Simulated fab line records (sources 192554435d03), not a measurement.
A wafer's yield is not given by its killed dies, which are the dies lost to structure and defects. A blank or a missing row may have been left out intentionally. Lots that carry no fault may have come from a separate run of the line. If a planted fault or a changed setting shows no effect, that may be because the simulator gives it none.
fab line records -- flow n5Finfet -- part 2 of 2: steps 4 to 6 of 6
record: lots: 21, wafers: 63, lastDay: 19
route steps=1938 shown BEOL_M3@948
lots that met no fault: from a run of the same line without faults
startH: hours from the record's first day to the start of the lot's first wafer shown -- waitH: how many hours have passed since the lot's step before this one -- " as in the row above -- L1.1+2: several wafers, shown together as one row -- - no value, or no start given -- * or withheld: withheld -- < > ~ a bound
route shown NAME@n: NAME is a module with steps in the file, n the number in the route of the first one -- usual: the fault-free wafers' mean and standard deviation -- same: alike in all rows -- chamber/n: place in a boat -- sites: readings site by site -- _std_site: standard deviation across them -- _edge_site: mean of outer sites minus mean of inner sites -- radiusMm: how far each site lies from the wafer's centre -- mask NAME#n: copy n -- behind: the last tool/chamber to shape the wafer -- hold: what put the lot on hold/how long, in hours/how the hold closed -- device: transistor that didn't switch, given as n, p or np -- end of line: the tests these same wafers got at the end of their route -- a step without rows: its recipe alone -- killed: dies lost to structure and defects at the first sort, not the wafer's yield -- map: the dies of a wafer, with x for killed, . for not killed, _ for no die there
set.NAME: setting as actually run; set.NAME@STEP: the setting as run at that earlier step -- model.NAME: the simulator's own value behind a step, which no gauge read
the route's steps for a sample of lots (tables are steps, rows are wafers)
services: a tool's chamber out of use, with start hour (startH, from the record's first day; less than 0 if before it), hours out, and reason
== steps ==
step: N5_BEOL_M3_TRENCH_ETCH_37
recipe: chemistry: C4F6/O2, targetDepthA: 555.55, target: SiOC, timeS: 29.2, ionEnergyEv: 250, pressureMtorr: 30, sourceW: 355, biasW: 185, Ar_flow_sccm: 300, C4F6_flow_sccm: 10, O2_flow_sccm: 10
usual: drypumpMotorCurrentA: 5.6/0.42, oesProductAu: 0.81/0.11, rfFwdPowerW: 349.6/2, rfVppV: 675/8.9, showerheadPlenumPTorr: 2.88/0.1, throttleValvePct: 20.72/0.2
lot.wafer,tool,chamber,startH,waitH,drypumpMotorCurrentA,oesProductAu,rfFwdPowerW,rfHoursCounterH,rfVppV,showerheadPlenumPTorr,throttleValvePct
L074.2,rieDiel-05,0,-,-,5.5,0.70,350.1,243,660,2.79,20.99
L074.4,rieDiel-05,1,-,-,5.4,0.89,350.4,42,683,3.03,20.67
L074.6,rieDiel-05,2,-,-,5.6,0.67,346.8,-,681,2.70,20.91
L076.3,rieDiel-05,2,-,-,5.6,0.66,349.6,242,679,2.70,20.91
L076.4,rieDiel-05,1,-,-,5.4,0.88,351.5,-,683,3.03,20.68
L076.5,rieDiel-05,2,-,-,5.6,0.67,348.5,-,682,2.70,20.92
L077.1,rieDiel-03,3,-,-,5.2,0.84,345.6,58,686,2.91,20.77
L077.5,rieDiel-03,2,-,-,5.7,0.66,354.2,-,676,2.90,20.68
L077.6,rieDiel-03,0,-,-,5.1,0.73,348.4,-,683,2.92,20.78
L078.1,rieDiel-03,0,-,-,5.1,0.72,347.5,203,681,2.92,20.78
L078.4,rieDiel-03,3,-,-,5.2,0.83,347.8,-,687,2.91,20.78
L078.5,rieDiel-03,2,-,-,5.6,0.67,350.7,-,677,2.90,20.68
L079.1,rieDiel-05,3,-,-,4.9,0.70,350.9,220,685,2.93,20.83
L079.2,rieDiel-05,1,-,-,5.4,0.88,349.1,51,683,3.03,20.69
L079.3,rieDiel-05,2,-,-,5.6,0.66,348.2,247,679,2.70,20.91
L080.1,rieDiel-03,3,-,-,5.2,0.82,346.9,67,685,2.91,20.80
L080.2,rieDiel-03,2,-,-,5.7,0.66,349.0,247,676,2.90,20.70
L080.4,rieDiel-03,0,-,-,5.1,0.72,350.0,210,684,2.92,20.78
L081.2,rieDiel-03,3,-,-,5.2,0.82,346.8,68,685,2.91,20.80
L081.3,rieDiel-03,0,-,-,5.1,0.72,348.2,211,682,2.92,20.80
L081.4,rieDiel-03,1,-,-,6.4,0.94,352.7,8,665,2.80,20.38
L082.3,rieDiel-05,3,-,-,5.0,0.68,352.4,238,685,2.92,20.89
L082.5,rieDiel-05,3,-,-,4.9,0.69,351.1,-,686,2.92,20.87
L082.6,rieDiel-05,1,-,-,5.4,0.85,350.1,-,684,3.02,20.70
L083.1,rieDiel-05,0,-,-,5.6,0.94,351.9,19,658,2.78,20.69
L083.3,rieDiel-05,3,-,-,5.0,0.68,349.2,248,685,2.92,20.87
L083.5,rieDiel-05,1,-,-,5.4,0.84,349.9,-,683,3.01,20.74
L084.3,rieDiel-05,1,-,-,5.4,0.83,351.2,83,681,3.01,20.72
L084.5,rieDiel-05,0,-,-,5.6,0.92,351.1,-,660,2.78,20.72
L084.6,rieDiel-05,1,-,-,5.4,0.83,352.8,-,682,3.01,20.73
L085.3,rieDiel-05,2,-,-,5.6,0.97,347.7,-,677,3.03,20.63
L085.4,rieDiel-05,0,-,-,5.6,0.92,351.1,-,661,2.78,20.70
L085.6,rieDiel-05,2,-,-,5.6,0.96,347.4,-,676,3.03,20.64
L086.2,rieDiel-02,2,-,-,5.6,0.69,348.5,219,671,2.90,20.55
L086.3,rieDiel-02,1,-,-,6.4,0.74,351.7,156,672,2.74,21.05
L086.5,rieDiel-02,2,-,-,5.5,0.70,346.4,-,671,2.90,20.55
L088.1,rieDiel-03,1,-,-,6.4,0.90,351.0,22,664,2.80,20.40
L088.3,rieDiel-03,2,-,-,5.6,0.95,349.2,7,677,2.89,20.38
L088.6,rieDiel-03,0,-,-,5.1,0.71,349.2,-,682,2.91,20.81
L089.2,rieDiel-02,3,-,-,6.0,0.70,347.7,223,664,2.72,20.99
L089.3,rieDiel-02,2,-,-,5.6,0.70,345.5,221,673,2.90,20.57
L089.5,rieDiel-02,3,-,-,6.0,0.70,349.0,-,665,2.72,21.00
L087.1,rieDiel-05,1,-,-,5.4,0.84,349.7,87,682,3.01,20.73
L087.2,rieDiel-05,0,-,-,5.5,0.90,351.5,27,660,2.78,20.70
L087.5,rieDiel-05,0,-,-,5.6,0.91,353.0,-,658,2.78,20.70
L090.4,rieDiel-05,0,-,-,5.6,0.91,348.5,29,658,2.78,20.70
L090.5,rieDiel-05,3,-,-,5.0,0.99,351.2,-,683,2.92,20.56
L090.6,rieDiel-05,0,-,-,5.6,0.91,349.0,-,657,2.78,20.72
L092.3,rieDiel-03,0,-,-,5.1,0.70,349.1,227,683,2.91,20.82
L092.4,rieDiel-03,2,-,-,5.7,0.95,349.7,10,677,2.89,20.37
L092.5,rieDiel-03,1,-,-,6.3,0.90,351.6,-,664,2.79,20.39
L093.1,rieDiel-03,2,-,-,5.6,0.94,349.5,12,678,2.89,20.37
L093.2,rieDiel-03,0,-,-,5.1,0.70,349.0,229,684,2.91,20.82
L093.6,rieDiel-03,2,-,-,5.6,0.93,350.3,-,676,2.89,20.38
L095.2,rieDiel-02,1,-,-,6.4,0.73,352.9,163,671,2.74,21.06
L095.3,rieDiel-02,2,-,-,5.5,0.69,345.8,226,674,2.90,20.57
L095.6,rieDiel-02,1,-,-,6.5,0.74,354.0,-,671,2.74,21.07
L094.1,rieDiel-05,3,-,-,5.0,0.99,350.3,2,686,2.92,20.57
L094.2,rieDiel-05,0,-,-,5.6,0.91,351.7,30,657,2.78,20.71
L094.6,rieDiel-05,1,-,-,5.5,0.83,350.1,-,681,3.01,20.74
L096.1,rieDiel-02,3,-,-,6.0,0.70,349.3,229,664,2.72,20.99
L096.2,rieDiel-02,0,-,-,5.0,0.96,350.6,9,675,2.91,20.19
L096.4,rieDiel-02,1,-,-,6.4,0.73,352.7,164,672,2.74,21.08
step: N5_BEOL_M3_SPUTTER_79
recipe: material: Cu, targetThkA: 45, tempC: -20, chamberPressurePa: 0.07, powerW: withheld, timeS: 8.29
usual: chamberPressurePa: 0.07/0.00015, throttleValvePct: 29.7/0.73
lot.wafer,tool,chamber,startH,waitH,chamberPressurePa,throttleValvePct
L074.2,pvdSputter-01,-,163.73,0.1,0.07011,30.2
L074.4,pvdSputter-01,-,163.73,0.1,0.07004,28.3
L074.6,pvdSputter-01,-,163.73,0.1,0.06988,28.3
L076.3,pvdSputter-02,-,181.32,0.1,0.06991,29.9
L076.4,pvdSputter-02,-,181.32,0.1,0.07022,29.0
L076.5,pvdSputter-02,-,181.32,0.1,0.07005,28.8
L077.1,pvdSputter-01,-,185.37,0.1,0.0702,29.8
L077.5,pvdSputter-01,-,185.37,0.1,0.07001,30.1
L077.6,pvdSputter-01,-,185.37,0.1,0.07024,30.0
L079.1,pvdSputter-01,-,189.26,0.1,0.07004,28.2
L079.2,pvdSputter-01,-,189.26,0.1,0.06992,30.3
L079.3,pvdSputter-01,-,189.26,0.1,0.06987,29.9
L078.1,pvdSputter-03,-,189.38,0.1,0.06985,29.3
L078.4,pvdSputter-03,-,189.38,0.1,0.07008,30.6
L078.5,pvdSputter-03,-,189.38,0.1,0.06983,29.4
L080.1,pvdSputter-03,-,217.28,0.1,0.07033,30.9
L080.2,pvdSputter-03,-,217.28,0.1,0.07014,29.2
L080.4,pvdSputter-03,-,217.28,0.1,0.06994,29.4
L081.2,pvdSputter-03,-,220.86,0.1,0.07038,29.9
L081.3,pvdSputter-03,-,220.86,0.1,0.06982,29.5
L081.4,pvdSputter-03,-,220.86,0.1,0.06986,29.4
L082.3,pvdSputter-01,-,236.93,0.1,0.06963,29.8
L082.5,pvdSputter-01,-,236.93,0.1,0.07011,30.0
L082.6,pvdSputter-01,-,236.93,0.1,0.06958,30.0
L083.1,pvdSputter-03,-,258.88,0.1,0.06987,29.3
L083.3,pvdSputter-03,-,258.88,0.1,0.06996,29.6
L083.5,pvdSputter-03,-,258.88,0.1,0.06983,28.7
L084.3,pvdSputter-02,-,271.18,0.1,0.07003,29.9
L084.5,pvdSputter-02,-,271.18,0.1,0.07009,30.0
L084.6,pvdSputter-02,-,271.18,0.1,0.06984,29.6
L085.3,pvdSputter-02,-,275.92,0.1,0.07015,29.7
L085.4,pvdSputter-02,-,275.92,0.1,0.06987,29.9
L085.6,pvdSputter-02,-,275.92,0.1,0.06995,29.7
L086.2,pvdSputter-03,-,277.50,0.1,0.07009,29.2
L086.3,pvdSputter-03,-,277.50,0.1,0.07004,29.7
L086.5,pvdSputter-03,-,277.50,0.1,0.07015,29.2
L089.2,pvdSputter-02,-,280.46,0.1,0.07014,29.0
L089.3,pvdSputter-02,-,280.46,0.1,0.06993,30.1
L089.5,pvdSputter-02,-,280.46,0.1,0.07004,29.9
L088.1,pvdSputter-01,-,280.85,0.1,0.06977,31.2
L088.3,pvdSputter-01,-,280.85,0.1,0.07024,28.2
L088.6,pvdSputter-01,-,280.85,0.1,0.06972,30.3
L087.1,pvdSputter-01,-,284.52,0.1,0.0702,28.2
L087.2,pvdSputter-01,-,284.52,0.1,0.07007,30.1
L087.5,pvdSputter-01,-,284.52,0.1,0.06993,30.1
L090.4,pvdSputter-03,-,289.42,0.1,0.07013,29.2
L090.5,pvdSputter-03,-,289.42,0.1,0.07,29.8
L090.6,pvdSputter-03,-,289.42,0.1,0.06968,30.7
L092.3,pvdSputter-02,-,291.52,0.1,0.06991,29.1
L092.4,pvdSputter-02,-,291.52,0.1,0.0699,30.0
L092.5,pvdSputter-02,-,291.52,0.1,0.07022,29.7
L093.1,pvdSputter-01,-,295.90,0.1,0.07001,30.2
L093.2,pvdSputter-01,-,295.90,0.1,0.07018,28.3
L093.6,pvdSputter-01,-,295.90,0.1,0.06975,31.0
L095.2,pvdSputter-02,-,297.50,0.1,0.0701,29.3
L095.3,pvdSputter-02,-,297.50,0.1,0.0701,28.9
L095.6,pvdSputter-02,-,297.50,0.1,0.06998,29.0
L094.1,pvdSputter-01,-,297.74,0.1,0.07002,28.3
L094.2,pvdSputter-01,-,297.74,0.1,0.06997,31.0
L094.6,pvdSputter-01,-,297.74,0.1,0.07002,30.1
L096.1,pvdSputter-01,-,301.13,0.1,0.06989,30.0
L096.2,pvdSputter-01,-,301.13,0.1,0.07018,31.0
L096.4,pvdSputter-01,-,301.13,0.1,0.06992,28.0
step: N5_BEOL_M3_SPUTTER_86
recipe: material: Cu, targetThkA: 45, tempC: -20, chamberPressurePa: 0.07, powerW: withheld, timeS: 8.29
usual: chamberPressurePa: 0.07001/0.00014, throttleValvePct: 29.7/0.75
lot.wafer,tool,chamber,startH,waitH,chamberPressurePa,throttleValvePct
L074.2,pvdSputter-01,-,164.17,0.1,0.0698,30.0
L074.4,pvdSputter-01,-,164.17,0.1,0.07015,28.3
L074.6,pvdSputter-01,-,164.17,0.1,0.07013,28.1
L076.3,pvdSputter-02,-,181.76,0.1,0.07017,30.0
L076.4,pvdSputter-02,-,181.76,0.1,0.07012,29.0
L076.5,pvdSputter-02,-,181.76,0.1,0.07008,29.1
L077.1,pvdSputter-01,-,185.81,0.1,0.06999,29.9
L077.5,pvdSputter-01,-,185.81,0.1,0.07004,29.9
L077.6,pvdSputter-01,-,185.81,0.1,0.06997,29.8
L079.1,pvdSputter-01,-,189.70,0.1,0.06997,28.3
L079.2,pvdSputter-01,-,189.70,0.1,0.06988,30.1
L079.3,pvdSputter-01,-,189.70,0.1,0.07015,29.8
L078.1,pvdSputter-03,-,189.82,0.1,0.0701,29.1
L078.4,pvdSputter-03,-,189.82,0.1,0.06967,30.6
L078.5,pvdSputter-03,-,189.82,0.1,0.07015,29.6
L080.1,pvdSputter-03,-,217.72,0.1,0.06976,30.4
L080.2,pvdSputter-03,-,217.72,0.1,0.06977,29.4
L080.4,pvdSputter-03,-,217.72,0.1,0.07014,29.1
L081.2,pvdSputter-03,-,221.30,0.1,0.07021,29.7
L081.3,pvdSputter-03,-,221.30,0.1,0.06993,29.3
L081.4,pvdSputter-03,-,221.30,0.1,0.07001,29.4
L082.3,pvdSputter-01,-,237.37,0.1,0.07007,29.8
L082.5,pvdSputter-01,-,237.37,0.1,0.07004,30.0
L082.6,pvdSputter-01,-,237.37,0.1,0.06995,29.9
L083.1,pvdSputter-03,-,259.32,0.1,0.07,29.2
L083.3,pvdSputter-03,-,259.32,0.1,0.07006,29.7
L083.5,pvdSputter-03,-,259.32,0.1,0.06982,29.4
L084.3,pvdSputter-02,-,271.62,0.1,0.07029,29.8
L084.5,pvdSputter-02,-,271.62,0.1,0.07019,30.1
L084.6,pvdSputter-02,-,271.62,0.1,0.07003,29.6
L085.3,pvdSputter-02,-,276.36,0.1,0.06997,30.1
L085.4,pvdSputter-02,-,276.36,0.1,0.06986,29.6
L085.6,pvdSputter-02,-,276.36,0.1,0.07015,29.7
L086.2,pvdSputter-03,-,277.94,0.1,0.06986,29.1
L086.3,pvdSputter-03,-,277.94,0.1,0.07006,29.9
L086.5,pvdSputter-03,-,277.94,0.1,0.06988,29.1
L089.2,pvdSputter-02,-,280.90,0.1,0.06999,29.0
L089.3,pvdSputter-02,-,280.90,0.1,0.06992,30.2
L089.5,pvdSputter-02,-,280.90,0.1,0.07009,29.7
L088.1,pvdSputter-01,-,281.29,0.1,0.06982,31.1
L088.3,pvdSputter-01,-,281.29,0.1,0.06995,28.4
L088.6,pvdSputter-01,-,281.29,0.1,0.07008,29.9
L087.1,pvdSputter-01,-,284.96,0.1,0.06987,28.1
L087.2,pvdSputter-01,-,284.96,0.1,0.07,30.3
L087.5,pvdSputter-01,-,284.96,0.1,0.0702,30.0
L090.4,pvdSputter-03,-,289.86,0.1,0.06991,29.1
L090.5,pvdSputter-03,-,289.86,0.1,0.06993,29.8
L090.6,pvdSputter-03,-,289.86,0.1,0.06997,30.6
L092.3,pvdSputter-02,-,291.96,0.1,0.07004,29.0
L092.4,pvdSputter-02,-,291.96,0.1,0.07021,30.0
L092.5,pvdSputter-02,-,291.96,0.1,0.07018,29.9
L093.1,pvdSputter-01,-,296.34,0.1,0.07028,30.0
L093.2,pvdSputter-01,-,296.34,0.1,0.06988,28.5
L093.6,pvdSputter-01,-,296.34,0.1,0.07,31.1
L094.1,pvdSputter-01,-,298.18,0.1,0.06995,28.3
L094.2,pvdSputter-01,-,298.18,0.1,0.07004,31.2
L094.6,pvdSputter-01,-,298.18,0.1,0.07,30.0
L095.2,pvdSputter-02,-,298.96,1.1,0.07003,29.8
L095.3,pvdSputter-02,-,298.96,1.1,0.07018,28.9
L095.6,pvdSputter-02,-,298.96,1.1,0.07007,28.9
L096.1,pvdSputter-01,-,301.57,0.1,0.06997,30.0
L096.2,pvdSputter-01,-,301.57,0.1,0.07004,31.1
L096.4,pvdSputter-01,-,301.57,0.1,0.06998,28.5
== services ==
tool,chamber,startH,hours,kind
pvdSputter-01,-,133.60,1.9,repair
aldSin-03,-,140.53,6.0,pm
pvdSputter-01,-,143.27,4.6,repair
rieDiel-05,-,154.02,2.8,pm
rieDiel-02,1,154.53,9.8,repair
aldSin-04,2,168.95,1.8,repair
rieDiel-05,3,171.94,12.6,repair
aldSin-03,-,176.75,14.0,pm
rieDiel-05,0,184.97,-,clean
rieDiel-05,0,184.97,-,consumableReplace:focusRing
rieDiel-05,0,184.97,23.1,scheduledDown
rieDiel-05,0,184.97,23.1,ventCycle
aldSin-01,0,190.28,2.5,repair
rieDiel-03,0,202.03,2.2,repair
rieDiel-05,2,208.17,-,clean
rieDiel-05,2,208.17,-,consumableReplace:esc
rieDiel-05,2,208.17,-,consumableReplace:focusRing
rieDiel-02,1,229.90,7.5,repair
aldSin-03,0,257.70,4.1,repair
aldSin-01,-,268.25,14.0,pm
rieDiel-05,1,270.40,3.0,repair
rieDiel-02,0,274.42,7.1,repair
aldSin-04,0,285.93,3.3,repair
aldSin-03,2,290.01,10.4,repair
